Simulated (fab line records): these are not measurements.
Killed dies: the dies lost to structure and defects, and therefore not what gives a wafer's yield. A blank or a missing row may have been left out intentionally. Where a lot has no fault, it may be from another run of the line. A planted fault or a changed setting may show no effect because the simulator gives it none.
Tool commonality check || flow nand harc || 13 lots and 39 wafers in the sample

THE REASON FOR OPENING IT
On 2 of the 13 lots, a flag is raised at NHARC_END_SORT_01 on the reading killed at array. Fault-free wafers read 62, with a standard deviation of 22.
Rule: flag the lot when none of its wafers has a number, or when each of its wafers that has one lies beyond 4 standard deviations from that mean. The other lots count as sound.

{"lot": "L976", "measured": "day 25 04:05", "on": "prober-01", "killed at array, wafer by wafer": "47 45 53", "flag": ""}
{"lot": "L973", "measured": "day 25 04:53", "on": "prober-02", "killed at array, wafer by wafer": "47 45 56", "flag": ""}
{"lot": "L980", "measured": "day 26 20:40", "on": "prober-02", "killed at array, wafer by wafer": "94 95 84", "flag": ""}
{"lot": "L979", "measured": "day 27 04:31", "on": "prober-02", "killed at array, wafer by wafer": "80 71 94", "flag": ""}
{"lot": "L978", "measured": "day 27 06:32", "on": "prober-01", "killed at array, wafer by wafer": "106 97 83", "flag": ""}
{"lot": "L982", "measured": "day 28 06:41", "on": "prober-01", "killed at array, wafer by wafer": "35 38 42", "flag": ""}
{"lot": "L983", "measured": "day 28 14:26", "on": "prober-02", "killed at array, wafer by wafer": "77 72 58", "flag": ""}
{"lot": "L986", "measured": "day 30 11:14", "on": "prober-02", "killed at array, wafer by wafer": "77 65 65", "flag": ""}
{"lot": "L990", "measured": "day 31 11:38", "on": "prober-01", "killed at array, wafer by wafer": "675 676 676", "flag": "FLAGGED"}
{"lot": "L993", "measured": "day 32 05:26", "on": "prober-02", "killed at array, wafer by wafer": "670 668 671", "flag": "FLAGGED"}
{"lot": "L995", "measured": "day 33 19:40", "on": "prober-01", "killed at array, wafer by wafer": "24 27 32", "flag": ""}
{"lot": "L996", "measured": "day 35 08:51", "on": "prober-02", "killed at array, wafer by wafer": "107 77 68", "flag": ""}
{"lot": "L994", "measured": "day 35 09:43", "on": "prober-01", "killed at array, wafer by wafer": "32 40 49", "flag": ""}
The numbers of the flagged lots are 673 on average: +611 against the usual, or +28 standard deviations.

WHICH TOOL RAN EACH LOT
4 process steps preceding the reading are held in the record, out of 1302 steps in the route. Each cell gives the tool, then ch followed by the chambers the sampled wafers passed through, then the start.
{"lot": "L976", "flag": "", "NHARC_A_CONTACT_ETCH_113": "har cap etch-02 ch 0,1, day 22 08:51", "NHARC_A_CONTACT_ETCH_115": "har cap etch-02 ch 0,1, day 22 09:11", "NHARC_A_CONTACT_ETCH_116": "har cap etch-02 ch 0,1, day 22 09:22", "NHARC_A_CONTACT_ETCH_120": "har cap etch-02 ch 0,1, day 22 10:02"}
{"lot": "L973", "flag": "", "NHARC_A_CONTACT_ETCH_113": "har cap etch-03 ch 0,1, day 21 23:28", "NHARC_A_CONTACT_ETCH_115": "har cap etch-03 ch 0,1, day 21 23:48", "NHARC_A_CONTACT_ETCH_116": "har cap etch-03 ch 0,1, day 21 23:58", "NHARC_A_CONTACT_ETCH_120": "har cap etch-03 ch 0,1, day 22 00:40"}
{"lot": "L980", "flag": "", "NHARC_A_CONTACT_ETCH_113": "har cap etch-01 ch 0,1, day 23 23:47", "NHARC_A_CONTACT_ETCH_115": "har cap etch-01 ch 0,1, day 24 00:14", "NHARC_A_CONTACT_ETCH_116": "har cap etch-01 ch 0,1, day 24 00:28", "NHARC_A_CONTACT_ETCH_120": "har cap etch-01 ch 0,1, day 24 01:22"}
{"lot": "L979", "flag": "", "NHARC_A_CONTACT_ETCH_113": "har cap etch-03 ch 0,1, day 24 03:21", "NHARC_A_CONTACT_ETCH_115": "har cap etch-03 ch 0,1, day 24 03:41", "NHARC_A_CONTACT_ETCH_116": "har cap etch-03 ch 0,1, day 24 03:52", "NHARC_A_CONTACT_ETCH_120": "har cap etch-03 ch 0,1, day 24 04:33"}
{"lot": "L978", "flag": "", "NHARC_A_CONTACT_ETCH_113": "har cap etch-02 ch 1, day 24 09:38", "NHARC_A_CONTACT_ETCH_115": "har cap etch-02 ch 1, day 24 09:58", "NHARC_A_CONTACT_ETCH_116": "har cap etch-02 ch 1, day 24 10:08", "NHARC_A_CONTACT_ETCH_120": "har cap etch-02 ch 1, day 24 10:50"}
{"lot": "L982", "flag": "", "NHARC_A_CONTACT_ETCH_113": "har cap etch-01 ch 0,1, day 25 07:24", "NHARC_A_CONTACT_ETCH_115": "har cap etch-01 ch 0,1, day 25 07:52", "NHARC_A_CONTACT_ETCH_116": "har cap etch-01 ch 0,1, day 25 08:05", "NHARC_A_CONTACT_ETCH_120": "har cap etch-01 ch 0,1, day 25 09:00"}
{"lot": "L983", "flag": "", "NHARC_A_CONTACT_ETCH_113": "har cap etch-02 ch 0,1, day 25 14:15", "NHARC_A_CONTACT_ETCH_115": "har cap etch-02 ch 0,1, day 25 14:36", "NHARC_A_CONTACT_ETCH_116": "har cap etch-02 ch 0,1, day 25 14:46", "NHARC_A_CONTACT_ETCH_120": "har cap etch-02 ch 0,1, day 25 15:27"}
{"lot": "L986", "flag": "", "NHARC_A_CONTACT_ETCH_113": "har cap etch-01 ch 0,1, day 27 11:32", "NHARC_A_CONTACT_ETCH_115": "har cap etch-01 ch 0,1, day 27 11:59", "NHARC_A_CONTACT_ETCH_116": "har cap etch-01 ch 0,1, day 27 12:13", "NHARC_A_CONTACT_ETCH_120": "har cap etch-01 ch 0,1, day 27 13:08"}
{"lot": "L990", "flag": "FLAGGED", "NHARC_A_CONTACT_ETCH_113": "har cap etch-01 ch 0,1, day 28 15:59", "NHARC_A_CONTACT_ETCH_115": "har cap etch-01 ch 0,1, day 28 16:19", "NHARC_A_CONTACT_ETCH_116": "har cap etch-01 ch 0,1, day 28 16:29", "NHARC_A_CONTACT_ETCH_120": "har cap etch-01 ch 0,1, day 28 17:10"}
{"lot": "L993", "flag": "FLAGGED", "NHARC_A_CONTACT_ETCH_113": "har cap etch-01 ch 1, day 29 10:11", "NHARC_A_CONTACT_ETCH_115": "har cap etch-01 ch 1, day 29 10:32", "NHARC_A_CONTACT_ETCH_116": "har cap etch-01 ch 1, day 29 10:42", "NHARC_A_CONTACT_ETCH_120": "har cap etch-01 ch 1, day 29 11:23"}
{"lot": "L995", "flag": "", "NHARC_A_CONTACT_ETCH_113": "har cap etch-03 ch 0,1, day 30 16:44", "NHARC_A_CONTACT_ETCH_115": "har cap etch-03 ch 0,1, day 30 17:04", "NHARC_A_CONTACT_ETCH_116": "har cap etch-03 ch 0,1, day 30 17:14", "NHARC_A_CONTACT_ETCH_120": "har cap etch-03 ch 0,1, day 30 17:55"}
{"lot": "L996", "flag": "", "NHARC_A_CONTACT_ETCH_113": "har cap etch-02 ch 0,1, day 31 06:43", "NHARC_A_CONTACT_ETCH_115": "har cap etch-02 ch 0,1, day 31 07:03", "NHARC_A_CONTACT_ETCH_116": "har cap etch-02 ch 0,1, day 31 07:13", "NHARC_A_CONTACT_ETCH_120": "har cap etch-02 ch 0,1, day 31 07:54"}
{"lot": "L994", "flag": "", "NHARC_A_CONTACT_ETCH_113": "har cap etch-02 ch 0,1, day 30 22:59", "NHARC_A_CONTACT_ETCH_115": "har cap etch-02 ch 0,1, day 30 23:20", "NHARC_A_CONTACT_ETCH_116": "har cap etch-02 ch 0,1, day 30 23:30", "NHARC_A_CONTACT_ETCH_120": "har cap etch-02 ch 0,1, day 31 00:11"}
What is done by these steps:
- NHARC_A_CONTACT_ETCH_113: etches the open film in C4F8/O2/Ar, time 190 s, target depth 1850 nm.
- NHARC_A_CONTACT_ETCH_115: etches the open film in C4F8/O2/Ar, time 190 s, target depth 1850 nm.
- NHARC_A_CONTACT_ETCH_116: etches the open film in C4F8/O2/Ar, time 190 s, target depth 1850 nm.
- NHARC_A_CONTACT_ETCH_120: etches the open film in C4F8/O2/Ar, time 190 s, target depth 1850 nm.
- NHARC_END_SORT_01

FLAGGED OVER TOTAL, TOOL BY TOOL (the gauges that took the reading come last)
{"step": "NHARC_A_CONTACT_ETCH_113", "tool": "har cap etch-01", "lots run": 5, "flagged": 2, "share of the flagged lots": "all", "sound lots run after its first flagged lot": 0}
{"step": "NHARC_A_CONTACT_ETCH_113", "tool": "har cap etch-02", "lots run": 5, "flagged": 0, "share of the flagged lots": "none", "sound lots run after its first flagged lot": "-"}
{"step": "NHARC_A_CONTACT_ETCH_113", "tool": "har cap etch-03", "lots run": 3, "flagged": 0, "share of the flagged lots": "none", "sound lots run after its first flagged lot": "-"}
{"step": "NHARC_A_CONTACT_ETCH_115", "tool": "har cap etch-01", "lots run": 5, "flagged": 2, "share of the flagged lots": "all", "sound lots run after its first flagged lot": 0}
{"step": "NHARC_A_CONTACT_ETCH_115", "tool": "har cap etch-02", "lots run": 5, "flagged": 0, "share of the flagged lots": "none", "sound lots run after its first flagged lot": "-"}
{"step": "NHARC_A_CONTACT_ETCH_115", "tool": "har cap etch-03", "lots run": 3, "flagged": 0, "share of the flagged lots": "none", "sound lots run after its first flagged lot": "-"}
{"step": "NHARC_A_CONTACT_ETCH_116", "tool": "har cap etch-01", "lots run": 5, "flagged": 2, "share of the flagged lots": "all", "sound lots run after its first flagged lot": 0}
{"step": "NHARC_A_CONTACT_ETCH_116", "tool": "har cap etch-02", "lots run": 5, "flagged": 0, "share of the flagged lots": "none", "sound lots run after its first flagged lot": "-"}
{"step": "NHARC_A_CONTACT_ETCH_116", "tool": "har cap etch-03", "lots run": 3, "flagged": 0, "share of the flagged lots": "none", "sound lots run after its first flagged lot": "-"}
{"step": "NHARC_A_CONTACT_ETCH_120", "tool": "har cap etch-01", "lots run": 5, "flagged": 2, "share of the flagged lots": "all", "sound lots run after its first flagged lot": 0}
{"step": "NHARC_A_CONTACT_ETCH_120", "tool": "har cap etch-02", "lots run": 5, "flagged": 0, "share of the flagged lots": "none", "sound lots run after its first flagged lot": "-"}
{"step": "NHARC_A_CONTACT_ETCH_120", "tool": "har cap etch-03", "lots run": 3, "flagged": 0, "share of the flagged lots": "none", "sound lots run after its first flagged lot": "-"}
{"step": "NHARC_END_SORT_01", "tool": "prober-01", "lots run": 6, "flagged": 1, "share of the flagged lots": "some", "sound lots run after its first flagged lot": "2 (L995,L994)"}
{"step": "NHARC_END_SORT_01", "tool": "prober-02", "lots run": 7, "flagged": 1, "share of the flagged lots": "some", "sound lots run after its first flagged lot": "1 (L996)"}

WHAT THE TABLE ALLOWS
4 rows of the table ran every flagged lot: har cap etch-01 at NHARC_A_CONTACT_ETCH_113, har cap etch-01 at NHARC_A_CONTACT_ETCH_115, har cap etch-01 at NHARC_A_CONTACT_ETCH_116, har cap etch-01 at NHARC_A_CONTACT_ETCH_120.
- har cap etch-01 at NHARC_A_CONTACT_ETCH_113 ran 5 lots, 2 of them flagged. It ran its last sound lot, L986, at day 27 11:32 and its first flagged lot, L990, at day 28 15:59: a fault with its onset between the two fits.
- har cap etch-01 at NHARC_A_CONTACT_ETCH_115 ran 5 lots, 2 of them flagged. It ran its last sound lot, L986, at day 27 11:59 and its first flagged lot, L990, at day 28 16:19: a fault with its onset between the two fits.
- har cap etch-01 at NHARC_A_CONTACT_ETCH_116 ran 5 lots, 2 of them flagged. It ran its last sound lot, L986, at day 27 12:13 and its first flagged lot, L990, at day 28 16:29: a fault with its onset between the two fits. On the flagged lots its readings are blank where sound lots have values: chamber pressure mTorr, oes air line au.
- har cap etch-01 at NHARC_A_CONTACT_ETCH_120 ran 5 lots, 2 of them flagged. It ran its last sound lot, L986, at day 27 13:08 and its first flagged lot, L990, at day 28 17:10: a fault with its onset between the two fits.
One tool is left: har cap etch-01 at NHARC_A_CONTACT_ETCH_113 and NHARC_A_CONTACT_ETCH_115 and NHARC_A_CONTACT_ETCH_116 and NHARC_A_CONTACT_ETCH_120.

WHAT THE SIMULATOR HAD INSERTED
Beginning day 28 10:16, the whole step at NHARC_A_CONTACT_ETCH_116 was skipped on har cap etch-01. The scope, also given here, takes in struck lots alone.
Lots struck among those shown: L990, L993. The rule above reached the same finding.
